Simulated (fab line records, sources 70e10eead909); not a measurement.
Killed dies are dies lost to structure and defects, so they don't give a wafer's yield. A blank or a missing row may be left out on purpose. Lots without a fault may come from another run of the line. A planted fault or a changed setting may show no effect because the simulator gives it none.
One fault seen from 2 desks | flow nand_harc | each desk has only its own numbers; what lay behind them comes last

THE DEFECT DESK
What the inspections along the route counted, lot by lot: means of the sampled wafers that have a number. A lot is out of limits, marked OUT, if its mean lies more than 4 standard deviations from the usual mean; the brackets give that distance.
Columns: A = raw_defect_count at NHARC_A_ONON_D1_INSPECT_32, usual 76
lot  | first seen here | A
L374 | day 8 14:26     | 61
L375 | day 9 05:45     | 121
L376 | day 9 05:47     | 101
L377 | day 9 16:04     | 73
L380 | day 10 16:33    | 81
L381 | day 11 13:22    | 100
L382 | day 11 17:08    | 74
L383 | day 12 06:12    | 63
L384 | day 12 13:10    | 68
L385 | day 12 19:47    | 85
L392 | day 15 20:45    | 112
L393 | day 16 03:02    | 44
L395 | day 16 22:02    | 81
L397 | day 17 21:57    | 83
This desk's finding: nothing out of limits on any of the 14 lots.

THE METROLOGY DESK
What the gauges read, lot by lot, whatever tool the lot ran on: means of the sampled wafers that have a number. A lot is out of limits, marked OUT, if its mean lies more than 4 standard deviations from the usual mean; the brackets give that distance.
Columns: A = thk_nm at NHARC_A_ONON_D1_THK_MEAS_21, usual 1000 nm
lot  | first seen here | A
L374 | day 8 12:11     | 998
L375 | day 9 03:30     | 1022
L376 | day 9 03:32     | 998
L377 | day 9 13:50     | 1008
L380 | day 10 14:19    | 1006
L381 | day 11 11:07    | 992
L382 | day 11 14:53    | 1016
L383 | day 12 03:58    | 1005
L384 | day 12 10:56    | 997
L385 | day 12 17:34    | 1002
L392 | day 15 18:31    | 749 (-26) OUT
L393 | day 16 00:48    | 762 (-24) OUT
L395 | day 16 19:47    | 985
L397 | day 17 19:41    | 1004
This desk's finding: out of limits on L392, L393; first on L392, day 15 18:31 (thk_nm at NHARC_A_ONON_D1_THK_MEAS_21). In limits: L374, L375, L376, L377, L380, L381, L382, L383, L384, L385, L395, L397.

PUT TOGETHER
The metrology desk could have raised an alarm at day 15 18:31, on L392, L393.
The defect desk saw nothing out of limits.
The defect desk has L392, L393 on record, within its limits.
Of the lots named, all ran NHARC_A_ONON_D1_DEP_19 on pecvd_onon-03.

WHAT THE SIMULATOR HAD PUT IN
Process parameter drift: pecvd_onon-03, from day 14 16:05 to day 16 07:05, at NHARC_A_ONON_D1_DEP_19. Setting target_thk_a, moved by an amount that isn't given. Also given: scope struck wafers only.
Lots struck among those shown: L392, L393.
Hours from the fault's start to each desk's first reading out of limits: the metrology desk, 26.
